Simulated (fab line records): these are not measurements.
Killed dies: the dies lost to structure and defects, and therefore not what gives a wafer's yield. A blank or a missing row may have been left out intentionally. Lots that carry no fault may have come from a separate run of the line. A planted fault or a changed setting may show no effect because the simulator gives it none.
Split-lot study || flow n5_finfet || on a route of 1938 steps: 7 lots, 21 wafers read

== THE SPLIT ==
At N5_BEOL_M15_PEB_26 (peb time 90 s), the setting peb_temp_c was moved away from the recipe's 130 C on 6 of the 21 wafers read, by -2.3% to +2.2%. For the rest of the wafers, this setting stayed at what the recipe calls for.

== FROM THE SPLIT TO THE READING: what the file shows between them, 2 steps ==
- N5_BEOL_M15_DEVELOP_27: develop time 45 s
- N5_BEOL_M15_HARDBAKE_32: time 120 s

== THE READING ==
cd_nm (nm) at N5_BEOL_M15_CD_MEAS_28, where the cd target is 407.6 nm. A value of 408.0 nm with a standard deviation of 2.3 nm is what fault-free wafers of this fab line usually give.

{"wafer": "L078.3", "tool, chamber at the split": "litho_track-05, 0", "peb_temp_c as run, C": 130, "against the recipe": "recipe", "cd_nm, nm": 403.1, "against lot-mates on the recipe": "-"}
{"wafer": "L078.4", "tool, chamber at the split": "litho_track-05, 0", "peb_temp_c as run, C": 132.9, "against the recipe": "+2.2%", "cd_nm, nm": 420.6, "against lot-mates on the recipe": "+17.1"}
{"wafer": "L078.5", "tool, chamber at the split": "litho_track-05, 0", "peb_temp_c as run, C": 130, "against the recipe": "recipe", "cd_nm, nm": 404.0, "against lot-mates on the recipe": "-"}
{"wafer": "L081.2", "tool, chamber at the split": "litho_track-05, 0", "peb_temp_c as run, C": 131.7, "against the recipe": "+1.3%", "cd_nm, nm": 413.2, "against lot-mates on the recipe": "+3.5"}
{"wafer": "L081.3", "tool, chamber at the split": "litho_track-05, 0", "peb_temp_c as run, C": 130, "against the recipe": "recipe", "cd_nm, nm": 409.7, "against lot-mates on the recipe": "-"}
{"wafer": "L081.4", "tool, chamber at the split": "litho_track-05, 0", "peb_temp_c as run, C": 131.7, "against the recipe": "+1.3%", "cd_nm, nm": 413.9, "against lot-mates on the recipe": "+4.2"}
{"wafer": "L083.2", "tool, chamber at the split": "litho_track-05, 0", "peb_temp_c as run, C": 130, "against the recipe": "recipe", "cd_nm, nm": 409.6, "against lot-mates on the recipe": "-"}
{"wafer": "L083.3", "tool, chamber at the split": "litho_track-05, 0", "peb_temp_c as run, C": 130, "against the recipe": "recipe", "cd_nm, nm": 407.7, "against lot-mates on the recipe": "-"}
{"wafer": "L083.5", "tool, chamber at the split": "litho_track-05, 0", "peb_temp_c as run, C": 130, "against the recipe": "recipe", "cd_nm, nm": 409.1, "against lot-mates on the recipe": "-"}
{"wafer": "L087.3", "tool, chamber at the split": "litho_track-03, 0", "peb_temp_c as run, C": 130, "against the recipe": "recipe", "cd_nm, nm": 405.4, "against lot-mates on the recipe": "-"}
{"wafer": "L087.4", "tool, chamber at the split": "litho_track-03, 0", "peb_temp_c as run, C": 131.5, "against the recipe": "+1.2%", "cd_nm, nm": 412.3, "against lot-mates on the recipe": "+5.7"}
{"wafer": "L087.5", "tool, chamber at the split": "litho_track-03, 0", "peb_temp_c as run, C": 130, "against the recipe": "recipe", "cd_nm, nm": 407.8, "against lot-mates on the recipe": "-"}
{"wafer": "L092.1", "tool, chamber at the split": "litho_track-03, 0", "peb_temp_c as run, C": 130, "against the recipe": "recipe", "cd_nm, nm": 407.1, "against lot-mates on the recipe": "-"}
{"wafer": "L092.3", "tool, chamber at the split": "litho_track-03, 0", "peb_temp_c as run, C": 130, "against the recipe": "recipe", "cd_nm, nm": 407.1, "against lot-mates on the recipe": "-"}
{"wafer": "L092.4", "tool, chamber at the split": "litho_track-03, 0", "peb_temp_c as run, C": 130, "against the recipe": "recipe", "cd_nm, nm": 404.3, "against lot-mates on the recipe": "-"}
{"wafer": "L096.2", "tool, chamber at the split": "litho_track-02, 0", "peb_temp_c as run, C": 130, "against the recipe": "recipe", "cd_nm, nm": 407.4, "against lot-mates on the recipe": "-"}
{"wafer": "L096.5", "tool, chamber at the split": "litho_track-02, 0", "peb_temp_c as run, C": 130, "against the recipe": "recipe", "cd_nm, nm": 410.2, "against lot-mates on the recipe": "-"}
{"wafer": "L096.6", "tool, chamber at the split": "litho_track-02, 0", "peb_temp_c as run, C": 130, "against the recipe": "recipe", "cd_nm, nm": 409.9, "against lot-mates on the recipe": "-"}
{"wafer": "L097.1", "tool, chamber at the split": "litho_track-02, 0", "peb_temp_c as run, C": 130, "against the recipe": "recipe", "cd_nm, nm": 409.1, "against lot-mates on the recipe": "-"}
{"wafer": "L097.2", "tool, chamber at the split": "litho_track-02, 0", "peb_temp_c as run, C": 127, "against the recipe": "-2.3%", "cd_nm, nm": 391.3, "against lot-mates on the recipe": -17.8}
{"wafer": "L097.6", "tool, chamber at the split": "litho_track-02, 0", "peb_temp_c as run, C": 127, "against the recipe": "-2.3%", "cd_nm, nm": 394.8, "against lot-mates on the recipe": -14.3}

THE FIT
A straight line over all 21 wafers: cd_nm changes by +5.78 nm for each +1% of peb_temp_c; r = +0.94; the points scatter about the line by 2.2 nm.
The same after taking each lot's own level away (the mean of its wafers on the recipe; 21 wafers): +6.35 nm for each +1%; r = +0.96; scatter 1.9 nm.
That fit puts the effect of the largest move of peb_temp_c on the reading at 15 nm.
From 403.55 to 409.70 nm: that is the span of the lots' own levels, equal to 2.7 times the standard deviation above.
The two slopes are in agreement: the lot-to-lot level therefore moves the slope only a little.
Check: for one of the wafers moved furthest among these (-2.3%), held out of the fit, the line's prediction against its lot-mates is -13.9 nm. Against them it came out at -17.8 nm.

== OTHER SPLITS ON THESE WAFERS ==
Note: prior to the reading, these wafers also went through further splits. Each is held against what the fit with the lots' levels taken away leaves over:
{"other split on the same wafers": "N5_BEOL_M10_TRENCH_ETCH_37 bias_w", "wafers away from the commonest value": 9, "r with cd_nm (lot level and that fit taken away)": "+0.06"}
{"other split on the same wafers": "N5_BEOL_M11_EXPOSE_25 dose_mj", "wafers away from the commonest value": 6, "r with cd_nm (lot level and that fit taken away)": "+0.04"}
{"other split on the same wafers": "N5_BEOL_M13_ETCH_59 time_s", "wafers away from the commonest value": 9, "r with cd_nm (lot level and that fit taken away)": -0.19}
{"other split on the same wafers": "N5_BEOL_M13_SPUTTER_43 time_s", "wafers away from the commonest value": 6, "r with cd_nm (lot level and that fit taken away)": "+0.42"}

== THE WHOLE CHAIN: every reading that the file lists as answering this split, in the file's order ==
{"step": "N5_BEOL_M15_CD_MEAS_28", "what it does": "target cd 407.6 nm", "reading": "cd_nm", "change (the file's fit)": "+6.49 nm for each +1% of the setting", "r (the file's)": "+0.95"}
{"step": "N5_BEOL_M15_DESCUM_33", "what it does": "chemistry O2, time 7.9 s", "reading": "BEOL_M15.cd_nm (the simulator's own value, which no gauge read)", "change (the file's fit)": "+6.42 nm for each +1% of the setting", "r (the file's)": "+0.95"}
{"step": "N5_BEOL_M15_ETCH_61", "what it does": "etches BARC in N2/H2, target depth 89 nm, overetch 26.7 nm, time 67.9 s", "reading": "BEOL_M15.cd_nm (the simulator's own value, which no gauge read)", "change (the file's fit)": "+6.29 nm for each +1% of the setting", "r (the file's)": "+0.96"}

== THE FILE'S OWN FIT ==
cd_nm changes by +6.49 nm for each +1% of peb_temp_c, r = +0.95.
